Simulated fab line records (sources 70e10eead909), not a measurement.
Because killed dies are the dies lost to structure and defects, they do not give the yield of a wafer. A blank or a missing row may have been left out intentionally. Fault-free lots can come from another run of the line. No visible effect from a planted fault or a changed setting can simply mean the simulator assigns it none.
Which of the tools did it?    flow nand harc    33 wafers from 11 lots sampled at 4 of the route's 1159 steps

WHAT THE GAUGES SHOWED, per wafer
NHARC_A_CONTACT_INSPECT_10.
lot   measured      on                 raw defect count
L077  day 17 05:47  defect inspect-02  18 14 9
L076  day 17 15:52  defect inspect-02  29 24 35
L080  day 18 12:15  defect inspect-02  17 15 21
L083  day 19 01:40  defect inspect-02  38 26 31
L082  day 19 12:43  defect inspect-02  26 26 36
L085  day 20 03:02  defect inspect-02  25 25 28
L086  day 20 09:47  defect inspect-01  42 42 50
L088  day 21 00:46  defect inspect-02  27 45 30
L094  day 22 03:41  defect inspect-02  61 60 60
L095  day 22 08:06  defect inspect-02  54 42 50
L097  day 23 23:29  defect inspect-02  23 31 24

WHICH TOOL RAN EACH LOT (tool, then ch and the chambers of the sampled wafers, then the start)
lot   NHARC_A_CONTACT_ETCH_75             NHARC_A_CONTACT_ETCH_128              NHARC_A_CONTACT_ETCH_129
L077  rie diel-01 ch 0,1, day 16 23:27    har cap etch-03 ch 0,1, day 17 01:07  har cap etch-03 ch 0,1, day 17 01:16
L076  rie diel-12 ch 1,2,3, day 17 06:20  har cap etch-02 ch 0,1, day 17 08:04  har cap etch-02 ch 0,1, day 17 08:12
L080  rie diel-02 ch 0,2,3, day 18 02:34  har cap etch-01 ch 1, day 18 04:18    har cap etch-01 ch 1, day 18 04:26
L083  rie diel-01 ch 1,2,3, day 18 18:35  har cap etch-03 ch 0,1, day 18 20:28  har cap etch-03 ch 0,1, day 18 20:39
L082  rie diel-12 ch 2,3, day 19 04:37    har cap etch-01 ch 0,1, day 19 07:11  har cap etch-01 ch 0,1, day 19 07:19
L085  rie diel-01 ch 0,1,2, day 19 20:29  har cap etch-03 ch 0,1, day 19 22:10  har cap etch-03 ch 0,1, day 19 22:18
L086  rie diel-12 ch 1,2, day 20 02:50    har cap etch-03 ch 0,1, day 20 04:55  har cap etch-03 ch 0,1, day 20 05:07
L088  rie diel-02 ch 0,3, day 20 16:38    har cap etch-03 ch 0,1, day 20 18:17  har cap etch-03 ch 0,1, day 20 18:26
L094  rie diel-02 ch 1,2,3, day 21 19:59  har cap etch-03 ch 0,1, day 21 22:01  har cap etch-03 ch 0,1, day 21 22:09
L095  rie diel-01 ch 1,2,3, day 22 01:53  har cap etch-01 ch 0,1, day 22 03:34  har cap etch-01 ch 0,1, day 22 03:42
L097  rie diel-12 ch 2,3, day 23 12:10    har cap etch-03 ch 0,1, day 23 13:50  har cap etch-03 ch 0,1, day 23 13:59
- NHARC_A_CONTACT_ETCH_75: etches the open film in CF4, target depth 39 nm, time 65 s.
- NHARC_A_CONTACT_ETCH_128: etches the open film in C4F8/O2/Ar, time 155 s, target depth 956 nm.
- NHARC_A_CONTACT_ETCH_129: etches the open film in C4F8/O2/Ar, time 155 s, target depth 956 nm.

THE ANSWER, worked out from the rows above alone
Rule: usual is defined by the lots themselves. Put in order of their means at a reading, lots are off if they are a third of the lots or fewer, leave a main group of 4 or more, and stand apart from it by a gap of 3 or more times the standard deviation of the main group's means; of several such gaps the widest counts. Not used: any main group whose means are identical at the precision the tables above print for the reading. Also off: a lot with no number at a reading for which 4 or more lots have one. The other lots that the step has rows for count as sound.
No lot is off at any reading shown: from this, nothing can be told.

WHAT THE SIMULATOR PUT IN
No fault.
